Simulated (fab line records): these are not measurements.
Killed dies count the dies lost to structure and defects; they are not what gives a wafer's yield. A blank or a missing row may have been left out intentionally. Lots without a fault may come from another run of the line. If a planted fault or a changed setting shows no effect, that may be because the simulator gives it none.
Matching of chambers | flow nand_harc | pecvd-01 running NHARC_A_BONDPAD_DEP_00: 3 sister chambers
The step deposits SiCN, target thk 250 nm. 14 wafers are shown with their chamber, then 7 later ones without.

== WAFERS WITH THEIR CHAMBER ==
wafer  | chamber | heater_power_w (W)
L829.2 | 0       | 666
L829.4 | 0       | 683
L829.5 | 1       | 631
L830.1 | 0       | 695
L830.3 | 2       | 496
L830.4 | 2       | 497
L832.1 | 2       | 522
L832.2 | 0       | 598
L832.6 | 1       | 719
L839.1 | 0       | 575
L839.3 | 1       | 694
L839.5 | 0       | 592
L835.2 | 0       | 683
L835.3 | 1       | 643

SIGNATURES, as means of the wafers listed above
reading        | chamber 0 | chamber 1 | chamber 2 | scatter within a chamber
heater_power_w | 641.71    | 671.75    | 505.00    | 44
Rule: for a wafer and a chamber, the distance is found by dividing, reading by reading, the gap between the wafer's reading and the chamber's mean by the reading's scatter, squaring, summing and taking the root. The wafer belongs to the nearest chamber; if the next one is less than 2 further off, it can't be placed. The scatter: take each reading less its chamber's mean, square it, sum over the shown wafers, divide by the number of wafers less the number of chambers, and take the root.

== WAFERS MISSING THEIR CHAMBER ==
wafer  | heater_power_w (W)
L835.4 | 486
L840.2 | 538
L840.4 | 551
L840.5 | 604
L843.1 | 515
L843.4 | 694
L843.6 | 521

== CHAMBER TAKEN BY EACH ==
wafer  | from the rows above          | in truth
L835.4 | 2                            | 2
L840.2 | can't be placed: 2 or 0      | 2
L840.4 | can't be placed: 2 or 0 or 1 | 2
L840.5 | can't be placed: 0 or 1 or 2 | 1
L843.1 | 2                            | 2
L843.4 | can't be placed: 1 or 0      | 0
L843.6 | 2                            | 2
Correctly placed: 3 of 7. From these rows, 4 cannot be placed; in 4 the true chamber is one of the candidates. Number placed wrongly: 0.
